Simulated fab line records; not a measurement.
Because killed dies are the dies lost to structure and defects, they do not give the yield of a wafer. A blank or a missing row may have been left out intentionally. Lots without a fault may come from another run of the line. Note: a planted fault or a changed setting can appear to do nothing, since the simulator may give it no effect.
Problem report in the 8D (eight disciplines) form, filled by code / flow nand harc / the parts of the form that need people (team, actions taken, sign-off) are left out

## 1. THE ISSUE
NHARC_END_SORT_01, sort_bin_2_pct: mean 95.7 % on 2 wafers (1 lot); fault-free wafers 2.4 %, standard deviation 0.71. That is +99 or more standard deviations from the usual mean.
Seen first at day 31 21:59 on prober-01, wafer L319.4. At this step, 36 wafers from 12 lots have a number in the record. Rule for "out", or "out of limits": more than 4 standard deviations from the usual mean. The rest of the wafers with a number are treated as sound.

## 2. WHAT THIS IS AND IS NOT
question=which readings at this step | is=sort_bin_2_pct, defect limited yield, killed at array, killed dies, sort n pass, sort rim yield pct, sort yield pct | is not=killed at other, killed at periphery, killed open, killed short, sort_bin_3_pct, sort_bin_4_pct
question=which lots | is=L319 | is not=L303, L305, L306, L307, L308, L309, L310, L314, L321, L322, L323
question=which wafers of those lots | is=L319.4, L319.5 | is not=L319.2
question=read on which gauges | is=prober-01 | is not=prober-02
question=when | is=from day 31 21:59 | is not=up to then (25 sound wafers); but 9 sound wafers of L321, L322, L323 came after

## 3. WHAT RULES OUT EACH SUSPECT
Counting: if a tool at a process step up to the reading ran every lot that is out, it stays a suspect. Sound lots after the first of them don't rule it out here, since some wafers of a struck lot are sound.
- the gauge at NHARC_END_SORT_01: kept. All the wafers that are out were read on prober-01, and no step on other tools shows them out.
- pvd sputter-01 at NHARC_A_M0_PVD_21 (deposits Cu, target thk 30 nm, time 20.49 s): kept. It ran the lot that is out, L319 (day 30 07:59); its last sound lot up to then is L314 (day 28 06:02).
- rie diel-02 at NHARC_A_M1_STRIP_18 (strips in N2/H2): kept. It ran the lot that is out, L319 (day 30 11:24); its last sound lot up to then is L306 (day 24 10:41).
- pvd sputter-01 at NHARC_A_M1_PVD_21 (deposits Cu, target thk 30 nm, time 20.49 s): kept. It ran the lot that is out, L319 (day 31 09:47); its last sound lot up to then is L314 (day 29 09:47). NHARC_A_M1_PVD_21: start missing for some lots; hours and lot order therefore follow NHARC_THIN_TSV_ANNEAL_52.
- rtp anneal-02 at NHARC_THIN_TSV_ANNEAL_52 (time 90 s): kept. It ran the lot that is out, L319 (day 31 09:47); its last sound lot up to then is L310 (day 27 10:23).
Left after counting: pvd sputter-01 at NHARC_A_M0_PVD_21, rie diel-02 at NHARC_A_M1_STRIP_18, pvd sputter-01 at NHARC_A_M1_PVD_21, rtp anneal-02 at NHARC_THIN_TSV_ANNEAL_52, prober-01 at NHARC_END_SORT_01.

## 4. THE CAUSE (what the simulator had put in)
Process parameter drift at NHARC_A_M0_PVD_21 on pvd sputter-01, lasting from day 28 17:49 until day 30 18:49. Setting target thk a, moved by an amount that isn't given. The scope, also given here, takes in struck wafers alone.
5 suspects survive the count, and this tool is in that group.

## 5. SEQUENCE OF EFFECTS, ordered by route
Each row: a reading where the mean over the struck wafers with a number is more than 3 standard deviations away from the usual. Only readings whose record carries a usual standard deviation are examined. hours: median over the lots of the time between each lot's start at the first step of this table that gives one and its start at this step. sigmas: the change, counted in usual standard deviations.
hours=0; step=NHARC_END_SORT_01; reading=defect limited yield; usual=93.3 %; on struck wafers=0.0; change=-93.3; sigmas=-62
hours=0; step=NHARC_END_SORT_01; reading=killed at array; usual=41; on struck wafers=674; change=+632; sigmas=+63
hours=0; step=NHARC_END_SORT_01; reading=killed dies; usual=46; on struck wafers=677; change=+631; sigmas=+63
hours=0; step=NHARC_END_SORT_01; reading=sort_bin_2_pct; usual=2.4 %; on struck wafers=95.7; change=+93.2; sigmas=+99 or more
hours=0; step=NHARC_END_SORT_01; reading=sort n pass; usual=631; on struck wafers=0; change=-631; sigmas=-63
hours=0; step=NHARC_END_SORT_01; reading=sort rim yield pct; usual=86 %; on struck wafers=0; change=-86; sigmas=-19
hours=0; step=NHARC_END_SORT_01; reading=sort yield pct; usual=93.3 %; on struck wafers=0.0; change=-93.3; sigmas=-62

## 6. WHAT WOULD HAVE CAUGHT IT SOONER
In this record the first reading out of limits at a measuring or inspecting step was taken at day 31 21:59, 76 hours after the fault began at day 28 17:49.
No tool reading at NHARC_A_M0_PVD_21 that has a usual standard deviation in the record was out on any struck wafer, so an alarm limit of 4 standard deviations on those readings would not have fired.
By day 31 21:59 the whole set of lots that are out, 1 in number, had already begun NHARC_A_M0_PVD_21 on pvd sputter-01. Holding the tool at that point would not have protected any of them.
